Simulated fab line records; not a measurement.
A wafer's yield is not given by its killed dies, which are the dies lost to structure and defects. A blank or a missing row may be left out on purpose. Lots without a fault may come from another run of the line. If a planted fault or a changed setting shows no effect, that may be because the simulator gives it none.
fab line records | flow n5_finfet
[record] lots = 5 | wafers = 12 | last_day = 20
route steps=1938 shown BEOL_M9@1461 BEOL_M10@1470 PASSIVATION@1936
lots untouched by any fault: they come from a run of this same line in which no faults occurred
start_h: start of the lot's first displayed wafer, in hours after the record's first day | wait_h: hours since the lot's step before | " unchanged from the row above | L1.1+2: a single row standing in for several wafers | - value missing, or start not given | * or withheld: withheld | < > ~ a bound
route shown NAME@n: NAME is a module with steps in the file, n the number in the route of the first one | usual: average and standard deviation across the fault-free wafers | same: alike in all rows | chamber/n: place in a boat | sites: the reading at each site | _std_site: how widely they spread, as a standard deviation | _edge_site: the outer-site mean with the inner-site mean subtracted | radius_mm: how far each site lies from the wafer's centre | mask NAME#n: copy n | behind: tool/chamber where the wafer was last shaped | hold: why the lot was held/for how many hours/how that ended | device: the transistor (n, p or np) that didn't switch | end of line: tests run on the same wafers once the route is complete | a step without rows: its recipe alone | killed: dies lost to structure and defects at the first sort, not the wafer's yield | map: dies across one wafer; x = killed, . = not, _ = none there
set.NAME: the setting the step ran with; set.NAME@STEP: the setting that earlier step ran with | model.NAME: the simulator's own value behind a step, which no gauge read
a table for each step, a row for each wafer; lots at some steps of the route
services: a tool's chamber out of use, with start hour (start_h, from the record's first day; less than 0 if before it), hours out, and reason
[[steps]]
[step N5_BEOL_M9_SPUTTER_48]
[recipe] material = Cu | target_thk_a = 120 | temp_c = -20 | bias_v = 60 | power_w = 26000 | chamber_pressure_pa = 0.13 | time_s = 2
[step N5_BEOL_M9_ECD_50]
[recipe] material = Cu | target_thk_a = 3180
[step N5_BEOL_M9_ANNEAL_51]
[recipe] temp_c = 225 | time_s = 90 | ambient = N2
[step N5_BEOL_M9_CMP_52]
[recipe] stop_on = SiCOH_lowk | t_overpolish_s = 7 | down_force_psi = 1 | platen_rpm = 50 | clearing_platen_down_force_psi = 1.5 | clearing_platen_rpm = 50 | post_cmp_clean = cu_alkaline | target_thk_nm = 140 | clearing_platen_pad_velocity_m_s = 0.99484 | pad_velocity_m_s = 0.99484
[step N5_BEOL_M9_PRE_CLEAN_55]
[recipe] gas = NH3 | time_s = 15 | temp_c = withheld | rf_power_w = 300
[step N5_BEOL_M9_DEP_56]
[recipe] material = SiCN | target_thk_a = 150 | temp_c = withheld | precursor = 3MS/NH3 | pressure_torr = 3 | rf_w = 202 | time_s = 26.5
[step N5_BEOL_M10_ILD_DEP_00]
[recipe] material = SiCOH_lowk | target_thk_a = 3085.1 | temp_c = 300 | precursor = DEMS/porogen | pressure_torr = 5 | rf_w = 500 | time_s = 58
[step N5_BEOL_M10_CURE_71]
[recipe] temp_c = 385 | time_s = 240 | ambient = He/Ar | material = SiCOH_lowk
[step N5_BEOL_M10_PECVD_70]
[recipe] material = SiO2 | target_thk_a = 200 | temp_c = 400 | precursor = TEOS/O2 | pressure_torr = 5.5 | rf_w = 450 | teos_flow_sccm = 53.8 | gas = O2 | flow_sccm = 3000 | time_s = 22.7
[usual] heater_power_w = 782/97 | showerhead_plenum_p_Torr = 8.76/0.063 | throttle_valve_pct = 22.6/1.3
lot.wafer | tool     | chamber | start_h | wait_h | heater_power_w | showerhead_plenum_p_Torr | throttle_valve_pct | model.SiO2_of_BEOL_M10_PECVD_70.thk_nm
L836.2    | pecvd-02 | 0       | 263.63  | 0.0    | 808            | 8.89                     | 23.9               | 20
L836.3    | "        | 1       | "       | "      | 607            | 8.78                     | 22.3               | 19.8
L836.6    | "        | 2       | "       | "      | 686            | 8.71                     | 20.7               | 20.2
L841.2    | pecvd-02 | 2       | 321.48  | 0.0    | 796            | 8.73                     | 20.9               | 20
L841.6    | "        | 2       | "       | "      | 781            | 8.70                     | 20.8               | 30
L843.2    | pecvd-02 | 1       | 341.65  | 0.0    | 574            | 8.75                     | 22.4               | 20
L843.5    | "        | 1       | "       | "      | 576            | 8.76                     | 22.2               | 30.2
L844.3    | pecvd-02 | 2       | 351.93  | 0.0    | 797            | 8.71                     | 20.8               | 20
L844.6    | "        | 1       | "       | "      | 626            | 8.75                     | 22.6               | 29.8
L855.3    | pecvd-01 | 1       | 412.41  | 0.1    | 724            | 8.75                     | 22.8               | 19.6
L855.5    | "        | 1       | "       | "      | 725            | 8.77                     | 22.6               | 20.2
L855.6    | "        | 0       | "       | "      | 846            | 8.71                     | 23.4               | 20.4
[step N5_BEOL_M10_HM_DEP_02]
[recipe] material = TiN | target_thk_a = 200 | temp_c = 25 | chamber_pressure_pa = 0.49996
[step N5_BEOL_M10_COAT_59]
[recipe] resist = SOC | temp_c = 250 | time_s = 60 | spin_rpm = 1500 | resist_thk_nm = 100
[step N5_BEOL_M10_COAT_60]
[recipe] resist = SiARC | temp_c = 220 | time_s = 60 | spin_rpm = 1500 | resist_thk_nm = 30
[step N5_BEOL_M10_COAT_05]
[recipe] resist = CAR-ArF | spin_rpm = 1500 | resist_thk_nm = 90
[step N5_BEOL_M10_EBR_07]
[recipe] solvent = PGMEA | ebr_width_mm = 1.5
[step N5_BEOL_M10_SOFTBAKE_06]
[recipe] temp_c = 110 | time_s = 60 | resist = CAR-ArF
[step N5_BEOL_M10_EXPOSE_08]
[recipe] mask_id = M10 | na = 1.35 | source_shape = dipole | sigma_inner = 0.411 | sigma_outer = 0.611 | polarization = te | dose_mj = 53.75
[step N5_BEOL_M10_PEB_09]
[recipe] peb_temp_c = withheld | peb_time_s = 60 | resist = CAR-ArF
[step N5_BEOL_M10_DEVELOP_10]
[recipe] develop_time_s = 30 | developer = TMAH | resist = CAR-ArF | rinse_liquid = diw | dry = air_spin | dev_temp_c = 23
[step N5_BEOL_M10_DESCUM_16]
[recipe] chemistry = O2 | time_s = 7.9 | source_power_w = 50 | bias_power_w = 20 | pressure_mtorr = 20 | rf_frequency_hz = 2.712e+07 | temp_c = 40 | resist = CAR-ArF | o2_flow_sccm = 225
[step N5_BEOL_M10_ETCH_61]
[recipe] chemistry = CF4 | target = SiARC | target_depth_a = 390 | mask_material = CAR-ArF | time_s = 65 | ion_energy_ev = 80 | pressure_mtorr = 40 | source_w = 545 | bias_w = 36 | Ar_flow_sccm = 100 | cf4_flow_sccm = 100 | ends = cleared
[step N5_BEOL_M10_ETCH_62]
[recipe] chemistry = N2/H2 | target = SOC | target_depth_a = 1100 | overetch_a = 220 | mask_material = SiARC | temp_c = 40 | time_s = 165 | ion_energy_ev = 200 | pressure_mtorr = 30 | source_w = 840 | bias_w = 150 | n2_flow_sccm = 200 | h2_flow_sccm = 200
[step N5_BEOL_M10_STRIP_68]
[recipe] chemistry = N2/H2 | temp_c = 40 | n2_flow_sccm = 200 | h2_flow_sccm = 200 | rf_frequency_hz = 6e+07
[step N5_BEOL_M10_STRIP_67]
[recipe] chemistry = CF4 | resist = SiARC | power_w = 300 | bias_power_w = 75 | pressure_mtorr = 50 | cf4_flow_sccm = 150 | rf_frequency_hz = 6e+07
[step N5_BEOL_M10_HM_OPEN_17]
[recipe] chemistry = Cl2/BCl3 | target_depth_a = 200 | overetch_a = 60 | target = TiN | mask_material = SOC | ion_energy_ev = 150 | pressure_mtorr = 10 | icp_w = 1000 | bias_w = 126 | Cl2_flow_sccm = 53.25 | bcl3_flow_sccm = 21.75 | Ar_flow_sccm = 25
[step N5_BEOL_M10_STRIP_19]
[recipe] chemistry = O2 | power_w = 400 | temp_c = 40 | pressure_mtorr = 30 | rf_frequency_hz = 6e+07 | bias_power_w = 0 | overash_fraction = 0.2 | o2_flow_sccm = 225
[step N5_BEOL_M10_COAT_63]
[recipe] resist = SOC | temp_c = 250 | time_s = 60 | spin_rpm = 1500 | resist_thk_nm = 100
[step N5_BEOL_M10_COAT_64]
[recipe] resist = SiARC | temp_c = 220 | time_s = 60 | spin_rpm = 1500 | resist_thk_nm = 30
[step N5_BEOL_M10_COAT_22]
[recipe] resist = CAR-ArF | spin_rpm = 1500 | resist_thk_nm = 90
[step N5_BEOL_M10_EBR_24]
[recipe] solvent = PGMEA | ebr_width_mm = 1.5
[step N5_BEOL_M10_SOFTBAKE_23]
[recipe] temp_c = 110 | time_s = 60 | resist = CAR-ArF
[step N5_BEOL_M10_EXPOSE_25]
[recipe] mask_id = V9 | na = 1.35 | source_shape = annular | sigma_inner = 0.5 | sigma_outer = 0.8 | polarization = unpolarized | dose_mj = 85.5
[step N5_BEOL_M10_PEB_26]
[recipe] peb_temp_c = withheld | peb_time_s = 60 | resist = CAR-ArF
[step N5_BEOL_M10_DEVELOP_27]
[recipe] develop_time_s = 30 | developer = TMAH | resist = CAR-ArF | rinse_liquid = diw | dry = air_spin | dev_temp_c = 23
[step N5_BEOL_M10_HM_STRIP_39]
[recipe] chemistry = peroxide_tin_strip | material = TiN | target_depth_a = 250 | temp_c = 50 | time_s = 158
lot.wafer | tool         | chamber | start_h | wait_h | model.SiO2_of_BEOL_M10_PECVD_70.thk_nm
L836.2+3  | wet_bench-06 | 3,0     | 268.80  | 0.0    | 19.8
L836.6    | "            | 2       | "       | "      | 20
L841.2    | wet_bench-06 | 6       | 326.08  | 0.0    | 19.8
L841.6    | "            | 0       | "       | "      | 30
L843.2    | wet_bench-06 | 5       | 345.21  | 0.0    | 19.8
L843.5    | "            | 6       | "       | "      | 30
L844.3    | wet_bench-03 | 1       | 357.59  | 0.0    | 19.8
L844.6    | "            | 5       | "       | "      | 29.8
L855.3    | wet_bench-03 | 4       | 416.40  | 0.1    | 19.4
L855.5    | "            | 2       | "       | "      | 20
L855.6    | "            | 1       | "       | "      | 20.2
[step N5_BEOL_M10_CMP_52]
[recipe] stop_on = SiCOH_lowk | t_overpolish_s = 7 | down_force_psi = 1 | platen_rpm = 50 | clearing_platen_down_force_psi = 1.5 | clearing_platen_rpm = 50 | post_cmp_clean = cu_alkaline | target_thk_nm = 140 | clearing_platen_pad_velocity_m_s = 0.99484 | pad_velocity_m_s = 0.99484
[usual] barrier_field_endpoint_s = 29.1/0.74 | edge_zone_pressure_frac = 1.001/0.0048 | motor_current_A = 5.9/0.41
lot.wafer | tool   | chamber | start_h | wait_h | barrier_field_endpoint_s | edge_zone_pressure_frac | motor_current_A
L836.3    | cmp-04 | 3       | 270.80  | 0.2    | 28.4                     | 0.990                   | 6.1
L836.2    | "      | 1       | "       | "      | 29.6                     | 1.005                   | 5.5
L836.6    | "      | 0       | "       | "      | 29.1                     | 1.003                   | 5.2
L841.2    | cmp-01 | 0       | 330.28  | 0.3    | 28.9                     | 0.997                   | 6.3
L841.6    | "      | 2       | "       | "      | 40.5                     | 0.998                   | 5.6
L843.2    | cmp-02 | 3       | 346.90  | 0.2    | 28.6                     | 1.009                   | 6.5
L843.5    | "      | 3       | "       | "      | 39.5                     | 1.002                   | 6.6
L844.3    | cmp-04 | 3       | 359.92  | 0.3    | 29.0                     | 1.009                   | 5.7
L844.6    | "      | 0       | "       | "      | 40.6                     | 1.002                   | 5.4
L855.3    | cmp-02 | 2       | 419.95  | 0.3    | 28.8                     | 0.995                   | 6.1
L855.6    | "      | 0       | "       | "      | 28.5                     | 1.005                   | 6.3
L855.5    | "      | 1       | "       | "      | 29.3                     | 1.002                   | 5.5
[step N5_PASSIVATION_PROBE_49]
[usual] defect_limited_yield = 91.3/1.4 | killed_at_M0_to_M3 = 34/10 | killed_at_M4_up = 14/5.5 | killed_at_contacts = 12/6 | killed_at_front_end = 40/10 | killed_at_other = 3.0/2.4 | killed_dies = 103/17 | killed_open = 68/13 | killed_short = 34/7.8 | sort_bin_5_function = 5.1/0.97 | sort_bin_6_memory = 3.3/0.66 | sort_n_pass = 1077/17 | sort_yield_pct = 91.2/1.4
[same] gross_dies = 1180 | killed_at_back_side = 0 | sort_bin_4_leakage[%] = 0 | sort_bin_8_speed[%] = 0
lot.wafer | tool      | chamber | start_h | wait_h | defect_limited_yield[%] | killed_at_M0_to_M3 | killed_at_M4_up | killed_at_contacts | killed_at_front_end | killed_at_other | killed_dies | killed_open | killed_short | sort_bin_5_function[%] | sort_bin_6_memory[%] | sort_n_pass | sort_yield_pct[%]
L841.2    | prober-02 | -       | 378.52  | 0.1    | 93.5                    | 21                 | 16              | 12                 | 27                  | 1               | 77          | 47          | 24           | 4.1                    | 1.7                  | 1103        | 93.5
L841.6    | prober-02 | -       | 378.72  | 0.3    | 93.6                    | 20                 | 18              | 5                  | 31                  | 2               | 76          | 44          | 25           | 3.4                    | 2.4                  | 1104        | 93.6
// killed by level:class
L841.2 STI_FIN_REVEAL:geometric_particle:open=8 MOL_CONTACT_COAG:geometric_particle:open=7 BEOL_M4:geometric_particle:open=6 MOL_CONTACT_COAG:geometric_particle:short=5 DUMMY_GATE:geometric_particle:open=4 BEOL_M0_SAQP:geometric_particle:short=4 BEOL_M0_SAQP:geometric_particle:open=4 BEOL_M2:geometric_particle:short=4
L841.6 BEOL_M4:geometric_particle:open=8 GATE_CUT:geometric_particle:short=5 MOL_CONTACT_COAG:geometric_particle:open=5 BEOL_M2:geometric_particle:open=5 HKMG_FIN:area_etch=5 FIN_SAQP:geometric_particle:open=3 GATE_CUT:geometric_particle:open=3 BEOL_M0_SAQP:geometric_particle:short=3
[[services]]
tool         | chamber | start_h | hours | kind
cmp-01       | -       | 268.68  | 3.5   | pm
pecvd-01     | 1       | 281.62  | 2.1   | scheduled_down
pecvd-02     | 0       | 287.09  | 2.1   | scheduled_down
cmp-02       | -       | 293.20  | 6.2   | repair
pecvd-02     | -       | 297.46  | 0.3   | repair
wet_bench-03 | -       | 313.83  | 1.9   | pm
cmp-02       | -       | 315.41  | 6.9   | repair
cmp-01       | -       | 340.27  | 5.2   | pm
cmp-04       | -       | 350.63  | 4.0   | pm
cmp-04       | -       | 354.63  | -     | consumable_replace:conditioner
cmp-04       | -       | 354.63  | -     | consumable_replace:pad
cmp-01       | -       | 358.56  | 0.3   | repair
cmp-04       | -       | 364.37  | 3.9   | pm
pecvd-02     | -       | 369.11  | 3.9   | repair
pecvd-01     | 1       | 372.80  | 5.0   | scheduled_down
cmp-02       | -       | 373.95  | 0.8   | repair
pecvd-02     | 1       | 383.67  | -     | clean
pecvd-02     | 1       | 383.67  | -     | consumable_replace:showerhead
pecvd-02     | 1       | 383.67  | 29.0  | scheduled_down
pecvd-02     | 1       | 383.67  | 29.0  | vent_cycle
pecvd-02     | 2       | 384.82  | 5.5   | scheduled_down
pecvd-02     | -       | 388.53  | 28.1  | pm
cmp-01       | -       | 394.50  | 0.4   | repair
[[key]]
[first_sign] step = N5_BEOL_M10_CMP_52 | reading = barrier_field_endpoint_s | direction = up | sigmas = 15 | usual = 29.1 | struck = 40.2
effect none on later readings
[model_effect] step = N5_BEOL_M10_PECVD_70 | value = SiO2_of_BEOL_M10_PECVD_70.thk_nm | without = 20.27 | struck = 30
[model_effect] step = N5_BEOL_M10_HM_STRIP_39 | value = SiO2_of_BEOL_M10_PECVD_70.thk_nm | without = 20.13 | struck = 29.93
met_at N5_BEOL_M10_PECVD_70
struck_wafers L841.6,L843.5,L844.6
onset_between 263.63 321.48
[fault] kind = process_parameter_drift | tool = pecvd-02 | chamber = - | onset_h = 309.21 | steps = N5_BEOL_M10_PECVD_70 | channel = time_s | offset = * | shape = step | end_h = 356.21 | scope = struck_wafers_only | acts_in = * | stated = *
